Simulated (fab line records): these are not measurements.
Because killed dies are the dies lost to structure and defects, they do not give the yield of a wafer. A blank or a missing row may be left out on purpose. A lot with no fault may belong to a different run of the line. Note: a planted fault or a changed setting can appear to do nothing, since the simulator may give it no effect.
Lot-split experiment / flow n5-finfet / route with 1938 steps; 7 lots, 21 wafers read

== THE SPLIT ==
At N5_BEOL_M13_ILD_DEP_00 (deposits SiOC from DEMS/O2, target thk 837.92 nm, time 166.4 s), the setting time-s was moved away from the recipe's 166.4 s on 6 of the 21 wafers read, by +5.8% to +12.0%. The other wafers ran this setting at the recipe's value.

Split to reading: the file shows no intervening step.

== THE READING ==
M13_ILD_THK (nm), taken at N5_BEOL_M13_THK_MEAS_01. Typical for fault-free wafers on this fab line: 842 nm, with standard deviation 11 nm.

wafer=L074.2; tool, chamber at the split=pecvd-02, 2; time-s as run, s=176; against the recipe=+5.8%; M13_ILD_THK, nm=895; against lot-mates on the recipe=+41
wafer=L074.3; tool, chamber at the split=pecvd-02, 1; time-s as run, s=176; against the recipe=+5.8%; M13_ILD_THK, nm=882; against lot-mates on the recipe=+28
wafer=L074.6; tool, chamber at the split=pecvd-02, 2; time-s as run, s=166.4; against the recipe=recipe; M13_ILD_THK, nm=854; against lot-mates on the recipe=-
wafer=L076.1; tool, chamber at the split=pecvd-01, 1; time-s as run, s=181; against the recipe=+8.8%; M13_ILD_THK, nm=904; against lot-mates on the recipe=+64
wafer=L076.4; tool, chamber at the split=pecvd-01, 2; time-s as run, s=166.4; against the recipe=recipe; M13_ILD_THK, nm=836; against lot-mates on the recipe=-
wafer=L076.5; tool, chamber at the split=pecvd-01, 1; time-s as run, s=166.4; against the recipe=recipe; M13_ILD_THK, nm=844; against lot-mates on the recipe=-
wafer=L079.3; tool, chamber at the split=pecvd-03, 1; time-s as run, s=166.4; against the recipe=recipe; M13_ILD_THK, nm=825; against lot-mates on the recipe=-
wafer=L079.4; tool, chamber at the split=pecvd-03, 1; time-s as run, s=166.4; against the recipe=recipe; M13_ILD_THK, nm=848; against lot-mates on the recipe=-
wafer=L079.5; tool, chamber at the split=pecvd-03, 2; time-s as run, s=166.4; against the recipe=recipe; M13_ILD_THK, nm=841; against lot-mates on the recipe=-
wafer=L087.3; tool, chamber at the split=pecvd-03, 2; time-s as run, s=166.4; against the recipe=recipe; M13_ILD_THK, nm=856; against lot-mates on the recipe=-
wafer=L087.4; tool, chamber at the split=pecvd-03, 0; time-s as run, s=166.4; against the recipe=recipe; M13_ILD_THK, nm=839; against lot-mates on the recipe=-
wafer=L087.6; tool, chamber at the split=pecvd-03, 2; time-s as run, s=166.4; against the recipe=recipe; M13_ILD_THK, nm=849; against lot-mates on the recipe=-
wafer=L094.4; tool, chamber at the split=pecvd-03, 2; time-s as run, s=186.3; against the recipe=+12.0%; M13_ILD_THK, nm=924; against lot-mates on the recipe=+94
wafer=L094.5; tool, chamber at the split=pecvd-03, 2; time-s as run, s=186.3; against the recipe=+12.0%; M13_ILD_THK, nm=931; against lot-mates on the recipe=+101
wafer=L094.6; tool, chamber at the split=pecvd-03, 0; time-s as run, s=166.4; against the recipe=recipe; M13_ILD_THK, nm=830; against lot-mates on the recipe=-
wafer=L092.4; tool, chamber at the split=pecvd-01, 2; time-s as run, s=166.4; against the recipe=recipe; M13_ILD_THK, nm=838; against lot-mates on the recipe=-
wafer=L092.5; tool, chamber at the split=pecvd-01, 1; time-s as run, s=166.4; against the recipe=recipe; M13_ILD_THK, nm=843; against lot-mates on the recipe=-
wafer=L092.6; tool, chamber at the split=pecvd-01, 0; time-s as run, s=166.4; against the recipe=recipe; M13_ILD_THK, nm=859; against lot-mates on the recipe=-
wafer=L097.3; tool, chamber at the split=pecvd-02, 2; time-s as run, s=183.7; against the recipe=+10.4%; M13_ILD_THK, nm=924; against lot-mates on the recipe=+66
wafer=L097.5; tool, chamber at the split=pecvd-02, 2; time-s as run, s=166.4; against the recipe=recipe; M13_ILD_THK, nm=856; against lot-mates on the recipe=-
wafer=L097.6; tool, chamber at the split=pecvd-02, 1; time-s as run, s=166.4; against the recipe=recipe; M13_ILD_THK, nm=859; against lot-mates on the recipe=-

FIT RESULTS
A straight line over all 21 wafers: M13_ILD_THK changes by +7.06 nm for each +1% of time-s; r = +0.96; the points scatter about the line by 9.5 nm.
The same after taking each lot's own level away (the mean of its wafers on the recipe; 21 wafers): +7.47 nm for each +1%; r = +0.97; scatter 8 nm.
The reading moves by 89 nm for the largest change in time-s, on that fit.
From 830.0 to 857.5 nm: that is the span of the lots' own levels, equal to 2.5 times the standard deviation above.
The two slopes are in agreement: the lot-to-lot level therefore moves the slope only a little.
Check: +86.8 nm against its lot-mates is what the line predicts for one of the wafers moved furthest among these (+12.0%) when that wafer is left out of the fit. Against them it came out at +94 nm.

== THE WHOLE CHAIN: every reading that the file lists as answering this split, in the file's order ==
step=N5_BEOL_M13_ILD_DEP_00; what it does=deposits SiOC from DEMS/O2, target thk 837.92 nm, time 166.4 s; reading=SiOC_of_BEOL_M13_ILD_DEP_00.thk-nm (the simulator's own value, which no gauge read); change (the file's fit)=+7.21 nm for each +1% of the setting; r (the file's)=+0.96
step=N5_BEOL_M13_THK_MEAS_01; what it does=; reading=M13_ILD_THK; change (the file's fit)=+7.24 for each +1% of the setting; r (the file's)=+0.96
step=N5_BEOL_M13_VIA_ETCH_16; what it does=etches SiOC in C4F8/O2/Ar, target depth 921.7 nm; reading=etch.depth-nm (the simulator's own value, which no gauge read); change (the file's fit)=+7.21 nm for each +1% of the setting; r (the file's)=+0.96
step=N5_BEOL_M13_VIA_ETCH_16; what it does=etches SiOC in C4F8/O2/Ar, target depth 921.7 nm; reading=coat_of_BEOL_M13_COAT_04.thk-nm (the simulator's own value, which no gauge read); change (the file's fit)=-2.02 nm for each +1% of the setting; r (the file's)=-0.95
step=N5_BEOL_M13_STRIP_63; what it does=strips in N2/H2; reading=strip-time-to-endpoint-s; change (the file's fit)=withheld for each +1% of the setting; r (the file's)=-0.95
step=N5_BEOL_M13_ETCH_38; what it does=etches SiCN in CF4/N2, target depth 67.5 nm, time 71.9 s; reading=SiOC_of_BEOL_M13_ILD_DEP_00.thk-nm (the simulator's own value, which no gauge read); change (the file's fit)=+7.14 nm for each +1% of the setting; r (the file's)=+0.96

== THE FILE'S OWN FIT ==
M13_ILD_THK changes by +7.24 nm for each +1% of time-s, r = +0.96.
